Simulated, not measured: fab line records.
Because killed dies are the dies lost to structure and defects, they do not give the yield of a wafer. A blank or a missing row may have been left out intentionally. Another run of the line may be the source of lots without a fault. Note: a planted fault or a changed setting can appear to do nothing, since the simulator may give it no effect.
Which of the tools did it? -- flow nand harc -- 11 lots, 33 wafers sampled, at 5 steps of a route of 1159

## WHAT THE GAUGES READ, wafer by wafer
NHARC_END_SORT_01. Usual: defect limited yield 95.8 %, standard deviation 1.4; killed at array 24, standard deviation 8.8; killed at other 0.7, standard deviation 0.99; killed at periphery 3.5, standard deviation 2.6; killed dies 28, standard deviation 9.3; killed open 3.2, standard deviation 1.7; killed short 1.7, standard deviation 1.4; sort_bin_2_pct 1.3 %, standard deviation 0.6; sort_bin_3_pct 0.24 %, standard deviation 0.2; sort_bin_4_pct 2.6 %, standard deviation 0.88; sort n pass 649, standard deviation 9.3; sort rim yield pct 94 %, standard deviation 3.2; sort yield pct 95.8 %, standard deviation 1.4.
lot,measured,on,defect limited yield (%),killed at array,killed at other,killed at periphery,killed dies,killed open,killed short,sort_bin_2_pct (%),sort_bin_3_pct (%),sort_bin_4_pct (%),sort n pass,sort rim yield pct (%),sort yield pct (%),flag
L489,day 20 00:38,prober-01,97.6 97.8 97.3,15 14 17,0 0 0,1 1 1,16 15 18,1 1 1,3 1 1,0.6 1.2 0.9,0.30 0.15 0.15,1.5 0.9 1.6,661 662 659,97 98 98,97.6 97.8 97.3,
L492,day 20 17:52,prober-01,97.9 97.6 97.8,12 13 11,2 2 1,0 1 3,14 16 15,5 5 5,0 2 0,0.4 0.7 0.4,0.15 0 0.15,1.5 1.6 1.6,663 661 662,97 98 94,97.9 97.6 97.8,
L496,day 22 11:37,prober-02,95.4 95.4 95.6,29 25 24,0 1 0,2 5 6,31 31 30,1 1 3,1 1 0,2.1 0.9 0.6,0.15 0.30 0.30,2.4 3.4 3.5,646 646 647,96 95 92,95.4 95.4 95.6,
L503,day 24 03:14,prober-02,96.6 97.9 96.9,22 8 18,0 2 1,1 4 2,23 14 21,3 3 3,6 3 2,0.7 0.9 0.6,0.30 0 0.15,2.4 1.2 2.4,654 663 656,94 97 96,96.6 97.9 96.9,
L506,day 24 14:22,prober-01,95.0 94.7 95.0,30 33 32,0 0 0,4 3 2,34 36 34,5 5 3,1 2 2,1.9 1.0 2.1,0 0.74 0.30,3.1 3.5 2.7,643 641 643,93 91 94,95.0 94.7 95.0,
L508,day 24 18:49,prober-02,96.2 95.4 95.4,22 26 26,0 2 2,4 3 3,26 31 31,5 6 3,2 0 1,1.0 0.9 1.2,0.44 0.30 0.15,2.4 3.4 3.2,651 646 646,90 90 92,96.2 95.4 95.4,

## WHAT TOOL EACH LOT RAN ON (gives the tool, then ch and the chambers of the sampled wafers, and finally the start)
lot,NHARC_A_M1_PRE_CLEAN_32,NHARC_A_BONDPAD_ETCH_34,NHARC_A_BONDPAD_STRIP_15,NHARC_A_BONDPAD_ANNEAL_28
L487,"pecvd-02 ch 1,2, day 18 04:38","rie diel-01 ch 0,1,2, day 18 06:48","rie diel-09 ch 0,1,3, day 18 07:08","rtp anneal-01 ch 0, day 18 08:23"
L489,"pecvd-02 ch 0,1, day 18 13:43","rie diel-05 ch 0,1,2, day 18 15:53","rie diel-05 ch 2,3, day 18 16:13","rtp anneal-02 ch 0, day 18 17:32"
L492,"pecvd-04 ch 0,1,2, day 19 08:07","rie diel-01 ch 1,2,3, day 19 10:28","rie diel-01 ch 0,2,3, day 19 10:48","rtp anneal-02 ch 0, day 19 12:11"
L493,"pecvd-01 ch 1,2, day 19 14:49","rie diel-01 ch 0,1,2, day 19 16:57","rie diel-01 ch 1,2,3, day 19 17:17","rtp anneal-01 ch 0, day 19 19:02"
L494,"pecvd-02 ch 0,2, day 19 20:33","rie diel-01 ch 2,3, day 19 22:44","rie diel-01 ch 0,1, day 19 23:03","rtp anneal-01 ch 0, day 20 00:23"
L496,"pecvd-01 ch 0,1,2, day 21 00:15","rie diel-05 ch 0,1, day 21 02:25","rie diel-05 ch 2,3, day 21 02:43","rtp anneal-01 ch 0, day 21 04:09"
L503,"pecvd-04 ch 0,1, day 22 16:25","rie diel-09 ch 0,1,2, day 22 19:03","rie diel-01 ch 1,2,3, day 22 19:25","rtp anneal-02 ch 0, day 22 21:02"
L506,"pecvd-01 ch 0,2, day 23 03:14","rie diel-05 ch 1,2,3, day 23 05:41","rie diel-05 ch 1,2,3, day 23 06:02","rtp anneal-01 ch 0, day 23 07:26"
L508,"pecvd-01 ch 0,1, day 23 07:09","rie diel-01 ch 1,2,3, day 23 09:19","rie diel-05 ch 1,2,3, day 23 09:40","rtp anneal-01 ch 0, day 23 10:59"
L509,"pecvd-02 ch 0,1, day 23 17:37","rie diel-05 ch 0,1, day 23 19:47","rie diel-05 ch 0,3, day 23 20:07","rtp anneal-01 ch 0, day 23 21:28"
L510,"pecvd-01 ch 0,1,2, day 23 18:15","rie diel-01 ch 1,3, day 23 20:17","rie diel-05 ch 0,1,3, day 23 20:37","rtp anneal-02 ch 0, day 23 21:57"
- NHARC_A_M1_PRE_CLEAN_32: time 12 s.
- NHARC_A_BONDPAD_ETCH_34: etches the open film in N2/H2, target depth 60 nm, overetch 18 nm, time 65.91 s.
- NHARC_A_BONDPAD_STRIP_15: strips in O2.
- NHARC_A_BONDPAD_ANNEAL_28: time 90 s.

## WHAT THE TOOLS THEMSELVES READ (means of the sampled wafers that have a number; where no wafer has one, the mark that the record gives instead)
NHARC_A_M1_PRE_CLEAN_32. Usual: heater power w at 633 W, with a standard deviation of 91.
lot,tool,heater power w (W),flag
L487,pecvd-02,673,
L489,pecvd-02,635,
L492,pecvd-04,592,
L493,pecvd-01,637,
L494,pecvd-02,653,
L496,pecvd-01,634,
L503,pecvd-04,766,
L506,pecvd-01,597,
L508,pecvd-01,676,
L509,pecvd-02,593,
L510,pecvd-01,632,

NHARC_A_BONDPAD_ETCH_34. Usual: chamber pressure mTorr is 29.996 mTorr with standard deviation 0.025, drypump motor current A is 5.7 A with standard deviation 0.38, mfc ar sccm is 0.009 sccm with standard deviation 0.012, oes product au is 1.000 a.u. with standard deviation 0.0088, rf vpp V is 430.1 V with standard deviation 2.7, showerhead plenum p Torr is 2.03 Torr with standard deviation 0.093, and throttle valve pct is 14.171 % with standard deviation 0.0091.
lot,tool,chamber pressure mTorr (mTorr),drypump motor current A (A),mfc ar sccm (sccm),oes product au (a.u.),rf vpp V (V),showerhead plenum p Torr (Torr),throttle valve pct (%),flag
L487,rie diel-01,29.969,5.8,0.005,0.988,430.6,2.04,14.181,
L489,rie diel-05,30.018,5.6,0.015,1.001,430.1,2.02,14.169,
L492,rie diel-01,30.006,6.0,0.000,0.995,428.6,1.97,14.171,
L493,rie diel-01,29.990,5.8,0.005,0.995,430.3,2.04,14.178,
L494,rie diel-01,29.986,6.0,0.000,0.994,429.3,2.00,14.169,
L496,rie diel-05,30.003,5.5,0.023,1.006,428.5,1.97,14.177,
L503,rie diel-09,29.983,5.7,0.021,1.001,430.1,2.01,14.166,
L506,rie diel-05,29.965,5.6,0.009,1.007,431.7,2.08,14.174,
L508,rie diel-01,29.996,5.9,0.000,0.990,428.4,1.97,14.169,
L509,rie diel-05,30.001,5.5,0.023,1.007,428.6,1.97,14.167,
L510,rie diel-01,30.022,6.1,0.000,0.995,428.8,1.97,14.162,

NHARC_A_BONDPAD_STRIP_15. Usual: chamber pressure mTorr 60.00 mTorr, standard deviation 0.058; drypump motor current A 5.7 A, standard deviation 0.36; mfc ar sccm 0.009 sccm, standard deviation 0.011; o2 flow sccm 500.2 sccm, standard deviation 1.5; oes product au 1.000 a.u., standard deviation 0.0085; rf vpp V 57.8 V, standard deviation 0.86; showerhead plenum p Torr 3.54 Torr, standard deviation 0.15; throttle valve pct 17.038 %, standard deviation 0.0086.
lot,tool,chamber pressure mTorr (mTorr),drypump motor current A (A),mfc ar sccm (sccm),o2 flow sccm (sccm),oes product au (a.u.),rf vpp V (V),showerhead plenum p Torr (Torr),throttle valve pct (%),flag
L487,rie diel-09,60.06,5.7,0.007,498.9,0.994,57.1,3.51,17.031,
L489,rie diel-05,60.04,5.5,0.003,501.6,0.996,57.6,3.70,17.039,
L492,rie diel-01,59.99,5.9,0.005,500.9,0.993,57.8,3.57,17.039,
L493,rie diel-01,59.95,6.0,0.000,498.7,0.996,56.6,3.42,17.037,
L494,rie diel-01,60.00,6.0,0.005,501.2,0.998,57.6,3.49,17.029,
L496,rie diel-05,59.99,5.8,0.001,500.9,1.003,59.0,3.67,17.036,
L503,rie diel-01,58.22,5.9,0.000,501.1,0.986,57.9,3.41,17.036,OFF
L506,rie diel-05,60.01,5.6,0.009,500.2,1.008,58.5,3.59,17.039,
L508,rie diel-05,59.99,5.6,0.009,500.4,1.007,58.5,3.59,17.033,
L509,rie diel-05,59.97,5.2,0.010,498.8,1.005,57.5,3.62,17.037,
L510,rie diel-05,60.02,5.4,0.016,499.2,1.008,58.2,3.52,17.042,

NHARC_A_BONDPAD_ANNEAL_28. Usual: wafer_temp_C_max at 225.97, with a standard deviation of 0.26.
lot,tool,wafer_temp_C_max,flag
L487,rtp anneal-01,225.97,
L489,rtp anneal-02,225.89,
L492,rtp anneal-02,225.76,
L493,rtp anneal-01,226.13,
L494,rtp anneal-01,225.96,
L496,rtp anneal-01,225.92,
L503,rtp anneal-02,225.89,
L506,rtp anneal-01,226.21,
L508,rtp anneal-01,225.94,
L509,rtp anneal-01,225.90,
L510,rtp anneal-02,225.71,

## THE ANSWER, worked out from the rows above alone
Rule: a lot counts as off when the mean over its wafers that have a number is more than 3 standard deviations away from the usual mean. Also off: a lot with no number at a reading for which 4 or more lots have one. The other lots that the step has rows for count as sound. Order of review: gauges by route order, followed by the tools' own readings, for which a lot's mean as printed above is used. At the first step where some lot is off, the reading lying furthest off is the one used; lots without a number count as furthest.
Off, at NHARC_A_BONDPAD_STRIP_15 on chamber pressure mTorr: L503.
A tool fits if, at that step or a process step before it, it ran every lot that is off, and no sound lot after the first of them. Can't be told from this: 3 tools fit, pecvd-04 at NHARC_A_M1_PRE_CLEAN_32, rie diel-09 at NHARC_A_BONDPAD_ETCH_34, rie diel-01 at NHARC_A_BONDPAD_STRIP_15.

## WHAT HAD BEEN PUT IN BY THE SIMULATOR
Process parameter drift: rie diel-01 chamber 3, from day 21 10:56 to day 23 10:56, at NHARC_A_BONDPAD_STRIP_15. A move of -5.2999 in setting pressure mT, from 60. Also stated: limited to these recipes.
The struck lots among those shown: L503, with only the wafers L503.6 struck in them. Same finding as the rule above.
